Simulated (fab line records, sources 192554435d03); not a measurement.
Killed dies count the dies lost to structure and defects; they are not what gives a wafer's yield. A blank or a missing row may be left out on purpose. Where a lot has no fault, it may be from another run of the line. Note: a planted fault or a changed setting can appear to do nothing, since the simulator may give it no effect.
What tool caused it?    flow n5 finfet    72 wafers from 24 lots sampled at 3 of the route's 1938 steps

WHAT EACH GAUGE READ, for each wafer
N5_HKMG_FIN_OVL_MEAS_50.
lot   measured     on          NDIPOLE_OVL (nm)
L074  day 3 23:15  overlay-01  0.4 0.1 -0.3
L075  day 4 07:27  overlay-01  0.3 0.3 0.5
L076  day 4 13:10  overlay-01  -1.3 -0.9 -0.9
L077  day 4 17:34  overlay-02  -0.4 -0.4 0.5
L078  day 5 01:16  overlay-02  -1.6 -1.6 -1.5
L079  day 5 08:20  overlay-01  -0.8 0.4 -0.3
L080  day 5 13:31  overlay-01  0.1 -0.8 0.0
L081  day 5 16:37  overlay-02  -0.8 -0.6 -0.4
L082  day 6 02:02  overlay-02  1.1 0.8 1.3
L083  day 6 08:26  overlay-01  -1.1 0.5 -0.1
L084  day 6 14:10  overlay-02  0.7 0.6 -0.2
L085  day 6 20:07  overlay-01  -0.9 0.1 0.2
L086  day 7 02:54  overlay-02  0.4 -0.3 -1.7
L087  day 7 05:38  overlay-02  0.3 1.6 -1.2
L088  day 7 08:42  overlay-02  -0.6 0.6 -0.8
L089  day 7 16:15  overlay-02  0.0 -0.2 -0.2
L090  day 7 21:48  overlay-02  -0.7 -0.6 -0.7
L091  day 8 04:15  overlay-02  -0.2 -1.2 -1.2
L092  day 8 11:24  overlay-02  1.3 -0.3 -0.6
L093  day 8 17:08  overlay-01  -0.6 -0.6 -0.6
L094  day 9 00:25  overlay-01  -0.1 -1.1 -0.5
L095  day 9 03:55  overlay-01  0.1 -1.2 -1.0
L096  day 9 16:25  overlay-01  -0.6 0.8 0.2
L097  day 9 17:29  overlay-01  -0.3 1.1 0.8

N5_HKMG_FIN_INSPECT_14: inspects for defects (macro).
lot   measured     on                 raw defect count
L074  day 4 02:32  defect inspect-02  5 1 2
L075  day 4 10:55  defect inspect-01  0 4 5
L076  day 4 16:51  defect inspect-02  3 2 1
L077  day 4 20:55  defect inspect-01  2 3 7
L078  day 5 04:40  defect inspect-02  4 4 2
L079  day 5 11:38  defect inspect-01  0 0 1
L080  day 5 16:46  defect inspect-01  0 1 3
L081  day 5 20:04  defect inspect-02  2 2 6
L082  day 6 05:26  defect inspect-02  4 2 3
L083  day 6 11:46  defect inspect-02  2 2 4
L084  day 6 17:35  defect inspect-01  0 1 0
L085  day 7 00:03  defect inspect-01  6 1 1
L086  day 7 06:31  defect inspect-01  3 4 2
L087  day 7 09:08  defect inspect-01  2 1 2
L088  day 7 12:15  defect inspect-02  4 3 1
L089  day 7 19:37  defect inspect-02  1 4 4
L090  day 8 01:49  defect inspect-02  0 1 1
L091  day 8 08:02  defect inspect-02  5 0 1
L092  day 8 14:49  defect inspect-01  3 0 4
L093  day 8 20:32  defect inspect-01  3 1 2
L094  day 9 03:44  defect inspect-02  1 3 2
L095  day 9 07:31  defect inspect-01  2 3 5
L096  day 9 20:02  defect inspect-01  1 2 2
L097  day 9 21:31  defect inspect-02  1 2 0

EACH LOT AND THE TOOL THAT RAN IT (in order: tool; ch and the chambers of the sampled wafers; start)
lot   N5_HKMG_FIN_ETCH_54
L074  rie diel-01 ch 0,2, day 3 23:20
L075  rie diel-03 ch 0,1,3, day 4 07:34
L076  rie diel-03 ch 0,2,3, day 4 13:16
L077  rie diel-01 ch 0,2, day 4 17:40
L078  rie diel-03 ch 0,3, day 5 01:21
L079  rie diel-05 ch 0,1,3, day 5 08:25
L080  rie diel-01 ch 1,3, day 5 13:36
L081  rie diel-05 ch 0,2,3, day 5 16:43
L082  rie diel-01 ch 0,3, day 6 02:08
L083  rie diel-01 ch 0,1,3, day 6 08:31
L084  rie diel-01 ch 0,1,3, day 6 14:16
L085  rie diel-03 ch 1,3, day 6 20:36
L086  rie diel-03 ch 1,2, day 7 02:59
L087  rie diel-01 ch 0,1,3, day 7 05:52
L088  rie diel-03 ch 2,3, day 7 08:47
L089  rie diel-03 ch 2,3, day 7 16:21
L090  rie diel-03 ch 1,3, day 7 21:55
L091  rie diel-01 ch 1,2,3, day 8 04:20
L092  rie diel-05 ch 0,3, day 8 11:30
L093  rie diel-01 ch 0,1, day 8 17:18
L094  rie diel-03 ch 0,1,2, day 9 00:31
L095  rie diel-05 ch 2,3, day 9 04:17
L096  rie diel-03 ch 0,3, day 9 16:44
L097  rie diel-05 ch 0,1,2, day 9 18:10
- N5_HKMG_FIN_ETCH_54: etches SiARC in CF4, target depth 45.5 nm, time 75.8 s.

WHAT THE TOOLS THEMSELVES READ (means of the sampled wafers that have a number; where no wafer has one, the mark that the record gives instead)
N5_HKMG_FIN_ETCH_54.
lot   tool         drypump motor current A (A)  etch rf on time s (s)  oes product au (a.u.)  rf fwd power W (W)  rf vpp V (V)  showerhead plenum p Torr (Torr)  throttle valve pct (%)
L074  rie diel-01  5.4                          78.2                   0.58                   540.1               184.4         2.11                             15.84
L075  rie diel-03  5.9                          74.8                   0.69                   539.8               183.7         2.14                             15.50
L076  rie diel-03  5.9                          77.4                   0.61                   539.0               182.9         2.07                             15.62
L077  rie diel-01  5.4                          79.6                   0.57                   538.1               184.2         2.11                             15.86
L078  rie diel-03  5.9                          76.4                   0.60                   536.4               183.5         2.07                             15.57
L079  rie diel-05  5.5                          75.4                   0.63                   539.6               183.4         2.10                             15.89
L080  rie diel-01  6.0                          72.5                   0.82                   538.8               184.0         2.17                             15.49
L081  rie diel-05  5.5                          74.8                   0.69                   539.6               183.9         2.15                             15.71
L082  rie diel-01  5.9                          76.3                   0.82                   540.2               184.5         2.17                             15.55
L083  rie diel-01  6.0                          73.9                   0.80                   539.9               184.0         2.17                             15.53
L084  rie diel-01  6.0                          74.2                   0.79                   540.6               184.3         2.17                             15.54
L085  rie diel-03  6.1                          73.5                   0.68                   538.8               185.0         2.17                             15.45
L086  rie diel-03  5.6                          76.8                   0.65                   539.9               184.3         2.10                             15.72
L087  rie diel-01  6.0                          74.7                   0.78                   540.5               183.8         2.16                             15.54
L088  rie diel-03  5.9                          77.7                   0.59                   541.6               183.4         2.06                             15.72
L089  rie diel-03  5.9                          77.3                   0.59                   540.0               182.7         2.06                             15.73
L090  rie diel-03  5.7                          74.0                   0.72                   538.7               185.6         2.21                             15.47
L091  rie diel-01  5.8                          73.9                   0.78                   539.7               185.2         2.16                             15.50
L092  rie diel-05  5.5                          75.1                   0.65                   539.4               183.0         2.05                             15.89
L093  rie diel-01  5.7                          76.4                   0.75                   538.7               184.3         2.10                             15.47
L094  rie diel-03  5.6                          75.2                   0.71                   539.4               185.1         2.19                             15.53
L095  rie diel-05  5.6                          75.8                   0.67                   539.7               185.0         2.23                             15.63
L096  rie diel-03  6.2                          74.4                   0.68                   539.6               184.1         2.17                             15.41
L097  rie diel-05  5.5                          76.8                   0.71                   539.8               183.9         2.11                             15.61

THE ANSWER, worked out from the rows above alone
Rule: usual is defined by the lots themselves. The widest of any qualifying gaps counts: lots, ordered by their means at a reading, are off when they make up no more than a third of the lots, leave a main group of 4 or more, and stand apart from it by 3 or more times the standard deviation of that group's means. If all means in a main group match to the digits the tables above print for the reading, that group is not used. Also off: a lot with no number at a reading for which 4 or more lots have one. All remaining lots with rows at the step are treated as sound. Order of review: gauges by route order, followed by the tools' own readings, for which a lot's mean as printed above is used. At the first step where some lot is off, the reading lying furthest off is the one used; lots without a number count as furthest.
No lot is off on any of the readings shown, so nothing can be concluded from this.

WHAT WAS PUT IN BY THE SIMULATOR
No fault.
